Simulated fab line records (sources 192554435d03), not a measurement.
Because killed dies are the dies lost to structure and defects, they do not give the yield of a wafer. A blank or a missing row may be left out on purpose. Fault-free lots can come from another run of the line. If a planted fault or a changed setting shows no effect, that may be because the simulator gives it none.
Chamber matching -- flow n5-finfet -- N5_PASSIVATION_PECVD_00 on pecvd-01: 3 sister chambers
The step deposits SiO2 from SiH4/N2O, target thk 200 nm, time 11.2 s. 20 wafers are shown with their chamber, then 10 later ones without.

== WAFERS WITH THEIR CHAMBER ==
wafer,chamber,throttle-valve-pct (%),showerhead-plenum-p-Torr (Torr),heater-power-w (W)
L076.1,2,46.4,8.13,856
L076.2,0,52.3,8.04,500
L076.6,2,46.3,8.11,850
L078.1,0,52.5,8.05,519
L078.2,2,46.4,8.11,746
L078.6,2,46.4,8.12,785
L077.2,2,46.5,8.12,809
L077.3,1,50.3,8.24,723
L077.4,1,50.0,8.27,732
L083.1,1,50.1,8.26,754
L083.2,0,52.3,8.06,608
L083.3,2,46.8,8.11,749
L080.1,0,52.2,8.02,550
L080.2,2,46.6,8.10,908
L080.6,2,46.2,8.11,902
L089.3,1,50.1,8.23,735
L089.4,0,52.6,8.04,505
L089.6,1,50.1,8.24,736
L092.1,2,46.8,8.13,811
L092.4,2,46.9,8.10,842

SIGNATURES (means of the wafers above)
reading,chamber 0,chamber 1,chamber 2,scatter within a chamber
throttle-valve-pct,52.380,50.120,46.530,0.197
showerhead-plenum-p-Torr,8.0420,8.2480,8.1140,0.0133
heater-power-w,536.40,736.00,825.80,46.8
Rule: for each reading, subtract the chamber's mean from the wafer's reading, divide by that reading's scatter and square the result; add these up over the readings and take the root, which gives the wafer's distance from the chamber. The wafer belongs to the nearest chamber; if the next one is less than 2 further off, it can't be placed. The scatter is the square root of a quotient: the sum, over the shown wafers, of each reading's squared deviation from its chamber's mean, divided by wafers minus chambers.

== WAFERS MISSING THEIR CHAMBER ==
wafer,throttle-valve-pct (%),showerhead-plenum-p-Torr (Torr),heater-power-w (W)
L092.5,50.1,8.24,701
L090.1,50.4,8.23,636
L090.4,46.7,8.10,887
L090.6,52.8,8.05,632
L094.2,52.8,8.06,631
L094.5,52.7,8.06,478
L094.6,49.9,8.25,687
L095.1,49.9,8.26,649
L095.3,50.1,8.22,696
L095.4,46.8,8.12,839

== EACH ONE'S CHAMBER ==
wafer,from the rows above,in truth
L092.5,1,1
L090.1,1,1
L090.4,2,2
L090.6,0,0
L094.2,0,0
L094.5,0,0
L094.6,1,1
L095.1,1,1
L095.3,1,1
L095.4,2,2
Correct placement for 10 of the 10. Can't be placed from these rows: 0. Placed wrongly: 0.
